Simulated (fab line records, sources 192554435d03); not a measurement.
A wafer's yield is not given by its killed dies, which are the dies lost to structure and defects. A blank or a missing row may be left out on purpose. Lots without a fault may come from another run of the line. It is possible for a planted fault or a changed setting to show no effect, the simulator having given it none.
Split-lot experiment | flow n5_finfet | 21 wafers read across 7 lots, on a route 1938 steps long

THE SPLIT ITSELF
At N5_BEOL_M11_ETCH_41 (etches SiCN in CH3F/O2, target depth 42.6 nm, time 86 s), the setting time_s was moved away from the recipe's 86 s on 4 of the 21 wafers read, by -8.4% to +22.3%. The other wafers ran this setting at the recipe's value.

Reading taken at the split's own step.

THE READING
etch.depth_nm (the simulator's own value, which no gauge read), in nm, at N5_BEOL_M11_ETCH_41 (etches SiCN in CH3F/O2, target depth 42.6 nm, time 86 s). The file gives no usual value for it. Here, 17 wafers ran the recipe; their average is 32.47 nm with a standard deviation of 0.5 nm.

wafer  | tool, chamber at the split | time_s as run, s | against the recipe | etch.depth_nm, nm | against lot-mates on the recipe
L075.2 | rie_diel-05, 1             | 86               | recipe             | 32.13             | -
L075.4 | rie_diel-05, 3             | 86               | recipe             | 32.52             | -
L075.6 | rie_diel-05, 3             | 86               | recipe             | 32.72             | -
L076.2 | rie_diel-05, 3             | 102.6            | +19.3%             | 38.7              | +6.23
L076.4 | rie_diel-05, 1             | 102.6            | +19.3%             | 38.56             | +6.09
L076.6 | rie_diel-05, 0             | 86               | recipe             | 32.47             | -
L079.1 | rie_diel-03, 0             | 78.75            | -8.4%              | 29.69             | -2.68
L079.4 | rie_diel-03, 2             | 86               | recipe             | 32.13             | -
L079.6 | rie_diel-03, 0             | 86               | recipe             | 32.61             | -
L083.2 | rie_diel-05, 0             | 86               | recipe             | 32.74             | -
L083.4 | rie_diel-05, 2             | 86               | recipe             | 32.03             | -
L083.5 | rie_diel-05, 2             | 86               | recipe             | 31.85             | -
L087.1 | rie_diel-05, 3             | 86               | recipe             | 31.49             | -
L087.5 | rie_diel-05, 0             | 86               | recipe             | 31.96             | -
L087.6 | rie_diel-05, 1             | 105.2            | +22.3%             | 40.16             | +8.43
L092.1 | rie_diel-05, 1             | 86               | recipe             | 33.27             | -
L092.5 | rie_diel-05, 1             | 86               | recipe             | 33.29             | -
L092.6 | rie_diel-05, 0             | 86               | recipe             | 32.51             | -
L096.2 | rie_diel-05, 1             | 86               | recipe             | 32.88             | -
L096.3 | rie_diel-05, 2             | 86               | recipe             | 33.21             | -
L096.4 | rie_diel-05, 0             | 86               | recipe             | 32.16             | -

FIT RESULTS
A straight line over all 21 wafers: etch.depth_nm changes by +0.329 nm for each +1% of time_s; r = +0.98; the points scatter about the line by 0.49 nm.
The same after taking each lot's own level away (the mean of its wafers on the recipe; 21 wafers): +0.341 nm for each +1%; r = +0.99; scatter 0.39 nm.
Per that fit: largest time_s move, reading shift of 7.6 nm.
The lots' own levels span 31.725 to 33.023 nm, that is 2.6 times the standard deviation above.
The two slopes agree, so the slope changes little with the lot-to-lot level.
Check: for one of the wafers moved furthest among these (+22.3%), held out of the fit, the line's prediction against its lot-mates is +7.12 nm. It came out at +8.43 nm against them.

THESE WAFERS: OTHER SPLITS
Other splits were also applied to these wafers ahead of the reading. Each is held against what the fit with the lots' levels taken away leaves over:
other split on the same wafers     | wafers away from the commonest value | r with etch.depth_nm (lot level and that fit taken away)
N5_BEOL_M9_ETCH_66 time_s          | 9                                    | +0.03
N5_BEOL_M9_TRENCH_ETCH_37 bias_w   | 6                                    | -0.01
N5_BEOL_M10_PECVD_70 temp_c        | 4                                    | -0.10
N5_BEOL_M10_COAT_60 spin_rpm       | 8                                    | -0.29
N5_BEOL_M11_PECVD_70 time_s        | 7                                    | +0.08
N5_BEOL_M11_HM_DEP_02 target_thk_a | 5                                    | -0.13
N5_BEOL_M11_VIA_ETCH_34 time_s     | 2                                    | +0.30

FILE'S OWN FIT
etch.depth_nm changes by +0.35 nm for each +1% of time_s, r = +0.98.
